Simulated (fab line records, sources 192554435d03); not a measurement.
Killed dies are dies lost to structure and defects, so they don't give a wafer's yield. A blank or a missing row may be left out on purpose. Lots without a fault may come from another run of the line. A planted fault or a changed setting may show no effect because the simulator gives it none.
Split-lot experiment | flow n5_finfet | 7 lots, 21 wafers read, on a route of 1938 steps

THE SPLIT
At N5_BEOL_M0_SAQP_ETCH_88 (etches underlayer in N2/H2, target depth 6.5 nm, time 5.2 s), the setting source_w was moved away from the recipe's 840 W on 9 of the 21 wafers read, by +6.6% to +10.9%. The other wafers ran this setting at the recipe's value.

The reading is taken at the split's own step.

THE READING
rf_vpp_V, in V, at N5_BEOL_M0_SAQP_ETCH_88 (etches underlayer in N2/H2, target depth 6.5 nm, time 5.2 s). Fault-free wafers of this fab line usually give 524 V, standard deviation 3.6 V.

wafer  | tool, chamber at the split | source_w as run, W | against the recipe | rf_vpp_V, V | against lot-mates on the recipe
L076.3 | rie_diel-03, 2             | 931.5              | +10.9%             | 508         | -21
L076.4 | rie_diel-03, 0             | 931.5              | +10.9%             | 507         | -22
L076.6 | rie_diel-03, 3             | 840                | recipe             | 529         | -
L077.1 | rie_diel-03, 3             | 840                | recipe             | 527         | -
L077.2 | rie_diel-03, 2             | 840                | recipe             | 526         | -
L077.6 | rie_diel-03, 3             | 840                | recipe             | 528         | -
L079.2 | rie_diel-03, 0             | 904.8              | +7.7%              | 511         | -16
L079.4 | rie_diel-03, 3             | 840                | recipe             | 527         | -
L079.6 | rie_diel-03, 3             | 840                | recipe             | 527         | -
L080.1 | rie_diel-03, 1             | 895.3              | +6.6%              | 513         | -14
L080.4 | rie_diel-03, 3             | 840                | recipe             | 527         | -
L080.5 | rie_diel-03, 1             | 895.3              | +6.6%              | 513         | -14
L081.2 | rie_diel-02, 2             | 840                | recipe             | 517         | -
L081.3 | rie_diel-02, 0             | 840                | recipe             | 522         | -
L081.6 | rie_diel-02, 1             | 900                | +7.1%              | 509         | -10
L084.2 | rie_diel-02, 1             | 840                | recipe             | 523         | -
L084.4 | rie_diel-02, 2             | 840                | recipe             | 518         | -
L084.6 | rie_diel-02, 3             | 840                | recipe             | 529         | -
L085.1 | rie_diel-03, 0             | 931.6              | +10.9%             | 505         | no lot-mate on the recipe
L085.3 | rie_diel-03, 3             | 931.6              | +10.9%             | 507         | no lot-mate on the recipe
L085.6 | rie_diel-03, 3             | 931.6              | +10.9%             | 510         | no lot-mate on the recipe

THE FIT
A straight line over all 21 wafers: rf_vpp_V changes by -1.67 V for each +1% of source_w; r = -0.93; the points scatter about the line by 3.4 V.
The same after taking each lot's own level away (the mean of its wafers on the recipe; 18 wafers): -1.96 V for each +1%; r = -0.96; scatter 2.4 V.
On that fit, the largest move of source_w shifts the reading by 21 V.
The lots' own levels span 519.5 to 529.0 V, that is 2.6 times the standard deviation above.
So the lot-to-lot level changes the slope: the two fits differ.
Check: with one of the wafers moved furthest among these (+10.9%) left out of the fit, the line predicts -21.5 V for it against its lot-mates. It came out at -21 V against them.
Tool readings at the split's step, against how far the setting was moved: etch_rf_on_time_s r = -0.94; rf_vpp_V r = -0.93.

OTHER SPLITS ON THESE WAFERS
These wafers also went through other splits before the reading. Each is held against what the fit with the lots' levels taken away leaves over:
other split on the same wafers               | wafers away from the commonest value | r with rf_vpp_V (lot level and that fit taken away)
N5_HKMG_FIN_COAT_06 spin_rpm                 | 6                                    | -0.38
N5_MOL_CONTACT_COAG_CONTACT_ETCH_14 source_w | 8                                    | +0.27
N5_MOL_CONTACT_COAG_ETCH_91 time_s           | 8                                    | +0.27
N5_MOL_CONTACT_COAG_COAT_62 spin_rpm         | 7                                    | -0.38

THE WHOLE CHAIN: every reading that the file lists as answering this split, in the file's order
step                    | what it does                                                | reading           | change (the file's fit)              | r (the file's)
N5_BEOL_M0_SAQP_ETCH_88 | etches underlayer in N2/H2, target depth 6.5 nm, time 5.2 s | etch_rf_on_time_s | withheld for each +1% of the setting | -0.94
N5_BEOL_M0_SAQP_ETCH_88 | etches underlayer in N2/H2, target depth 6.5 nm, time 5.2 s | rf_vpp_V          | -1.92 V for each +1% of the setting  | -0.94

THE FILE'S OWN FIT
rf_vpp_V changes by -1.92 V for each +1% of source_w, r = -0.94.
